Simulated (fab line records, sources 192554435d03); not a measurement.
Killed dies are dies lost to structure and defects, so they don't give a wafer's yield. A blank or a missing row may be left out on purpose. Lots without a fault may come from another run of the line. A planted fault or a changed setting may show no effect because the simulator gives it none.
Chamber matching | flow n5_finfet | N5_GATE_CUT_CMP_02 on cmp-03: 4 sister chambers
The step polishes, stops on SiO2, t overpolish 12.7 s, target thk 0 nm. 4 wafers are shown with their chamber, then 7 later ones without.

WAFERS WITH THEIR CHAMBER
wafer  | chamber | motor_current_A (A)
L478.4 | 0       | 9.7
L478.5 | 1       | 8.8
L482.1 | 2       | 8.2
L482.3 | 3       | 8.0

WAFERS WITHOUT THEIR CHAMBER
wafer  | motor_current_A (A)
L482.5 | 8.5
L483.2 | 10.6
L483.4 | 8.8
L483.5 | 10.5
L485.1 | 8.6
L485.5 | 8.0
L485.6 | 8.4

WHICH CHAMBER EACH WENT THROUGH
wafer  | from the rows above               | in truth
L482.5 | can't be placed: 1 or 2 or 3 or 0 | 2
L483.2 | can't be placed: 0 or 1           | 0
L483.4 | can't be placed: 1 or 2 or 3 or 0 | 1
L483.5 | can't be placed: 0 or 1           | 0
L485.1 | can't be placed: 1 or 2 or 3 or 0 | 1
L485.5 | can't be placed: 3 or 2 or 1      | 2
L485.6 | can't be placed: 2 or 1 or 3      | 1
Placed correctly: 0 of 7. Can't be placed from these rows: 7 (the true chamber is among the candidates in 7). Placed wrongly: 0.
How it was worked out, from the rows above alone: a wafer's distance from a chamber is the root of the sum, over the readings, of the square of ((its reading less the chamber's mean) divided by the reading's scatter). The wafer belongs to the nearest chamber; if the next one is less than 2 further off, it can't be placed. A chamber's mean is the mean of its shown wafers. The scatter: with one shown wafer a chamber, the root of the mean of the squares of how far each hidden wafer lies from its nearest shown one.
